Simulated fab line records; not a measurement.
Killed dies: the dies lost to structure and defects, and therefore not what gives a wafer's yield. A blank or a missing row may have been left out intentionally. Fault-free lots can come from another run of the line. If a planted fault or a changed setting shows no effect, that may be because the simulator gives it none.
Matching of chambers :: flow nand harc :: NHARC_A_BONDPAD_ETCH_34 on rie diel-03: 4 sister chambers
The step etches the open film in N2/H2, target depth 60 nm, overetch 18 nm, time 65.91 s. 20 wafers are shown with their chamber, then 10 later ones without.

## WAFERS WITH THEIR CHAMBER
wafer: L147.2
chamber: 1
drypump motor current A (A): 5.68
rf vpp V (V): 431.5
oes product au (a.u.): 0.999

wafer: L147.3
chamber: 3
drypump motor current A (A): 5.55
rf vpp V (V): 428.5
oes product au (a.u.): 0.996

wafer: L147.6
chamber: 2
drypump motor current A (A): 5.42
rf vpp V (V): 430.2
oes product au (a.u.): 1.001

wafer: L148.1
chamber: 1
drypump motor current A (A): 5.69
rf vpp V (V): 429.5
oes product au (a.u.): 0.987

wafer: L148.3
chamber: 3
drypump motor current A (A): 5.56
rf vpp V (V): 430.3
oes product au (a.u.): 0.999

wafer: L148.4
chamber: 2
drypump motor current A (A): 5.41
rf vpp V (V): 429.9
oes product au (a.u.): 0.993

wafer: L149.1
chamber: 1
drypump motor current A (A): 5.70
rf vpp V (V): 433.0
oes product au (a.u.): 1.003

wafer: L149.4
chamber: 2
drypump motor current A (A): 5.41
rf vpp V (V): 431.1
oes product au (a.u.): 0.993

wafer: L149.6
chamber: 3
drypump motor current A (A): 5.58
rf vpp V (V): 429.1
oes product au (a.u.): 1.003

wafer: L155.3
chamber: 3
drypump motor current A (A): 5.56
rf vpp V (V): 429.5
oes product au (a.u.): 0.989

wafer: L155.5
chamber: 3
drypump motor current A (A): 5.55
rf vpp V (V): 428.5
oes product au (a.u.): 1.003

wafer: L155.6
chamber: 0
drypump motor current A (A): 5.97
rf vpp V (V): 429.7
oes product au (a.u.): 0.996

wafer: L160.2
chamber: 1
drypump motor current A (A): 5.65
rf vpp V (V): 431.3
oes product au (a.u.): 1.009

wafer: L160.5
chamber: 3
drypump motor current A (A): 5.55
rf vpp V (V): 428.0
oes product au (a.u.): 0.997

wafer: L160.6
chamber: 0
drypump motor current A (A): 5.94
rf vpp V (V): 428.1
oes product au (a.u.): 1.016

wafer: L157.4
chamber: 3
drypump motor current A (A): 5.57
rf vpp V (V): 428.9
oes product au (a.u.): 0.992

wafer: L157.5
chamber: 1
drypump motor current A (A): 5.66
rf vpp V (V): 430.6
oes product au (a.u.): 1.005

wafer: L157.6
chamber: 2
drypump motor current A (A): 5.40
rf vpp V (V): 429.6
oes product au (a.u.): 0.994

wafer: L153.2
chamber: 1
drypump motor current A (A): 5.64
rf vpp V (V): 433.0
oes product au (a.u.): 1.005

wafer: L153.3
chamber: 0
drypump motor current A (A): 5.97
rf vpp V (V): 428.1
oes product au (a.u.): 0.999

SIGNATURES (averages over the wafers above)
reading: drypump motor current A
chamber 0: 5.9600
chamber 1: 5.6700
chamber 2: 5.4100
chamber 3: 5.5600
scatter within a chamber: 0.0166

reading: rf vpp V
chamber 0: 428.633
chamber 1: 431.483
chamber 2: 430.200
chamber 3: 428.971
scatter within a chamber: 0.993

reading: oes product au
chamber 0: 1.00367
chamber 1: 1.00133
chamber 2: 0.99525
chamber 3: 0.99700
scatter within a chamber: 0.00681
Rule: a wafer's distance from a chamber is the root of the sum, over the readings, of the square of ((its reading less the chamber's mean) divided by the reading's scatter). The wafer belongs to the nearest chamber; if the next one is less than 2 further off, it can't be placed. The scatter is the square root of a quotient: the sum, over the shown wafers, of each reading's squared deviation from its chamber's mean, divided by wafers minus chambers.

## WAFERS MISSING THEIR CHAMBER
wafer: L153.4
drypump motor current A (A): 5.55
rf vpp V (V): 427.6
oes product au (a.u.): 0.994

wafer: L158.2
drypump motor current A (A): 5.97
rf vpp V (V): 427.6
oes product au (a.u.): 1.010

wafer: L158.4
drypump motor current A (A): 5.41
rf vpp V (V): 429.9
oes product au (a.u.): 1.003

wafer: L158.6
drypump motor current A (A): 5.65
rf vpp V (V): 432.0
oes product au (a.u.): 0.992

wafer: L161.2
drypump motor current A (A): 5.41
rf vpp V (V): 430.4
oes product au (a.u.): 1.005

wafer: L161.3
drypump motor current A (A): 5.57
rf vpp V (V): 428.0
oes product au (a.u.): 0.989

wafer: L161.6
drypump motor current A (A): 5.57
rf vpp V (V): 429.2
oes product au (a.u.): 1.009

wafer: L168.2
drypump motor current A (A): 5.98
rf vpp V (V): 429.3
oes product au (a.u.): 0.993

wafer: L168.5
drypump motor current A (A): 5.42
rf vpp V (V): 429.9
oes product au (a.u.): 0.979

wafer: L168.6
drypump motor current A (A): 5.68
rf vpp V (V): 430.4
oes product au (a.u.): 0.987

## EACH ONE'S CHAMBER
wafer: L153.4
from the rows above: 3
in truth: 3

wafer: L158.2
from the rows above: 0
in truth: 0

wafer: L158.4
from the rows above: 2
in truth: 2

wafer: L158.6
from the rows above: 1
in truth: 1

wafer: L161.2
from the rows above: 2
in truth: 2

wafer: L161.3
from the rows above: 3
in truth: 3

wafer: L161.6
from the rows above: 3
in truth: 3

wafer: L168.2
from the rows above: 0
in truth: 0

wafer: L168.5
from the rows above: 2
in truth: 2

wafer: L168.6
from the rows above: 1
in truth: 1
10 of 10 placed correctly. From these rows, 0 cannot be placed. Wrongly placed: 0.
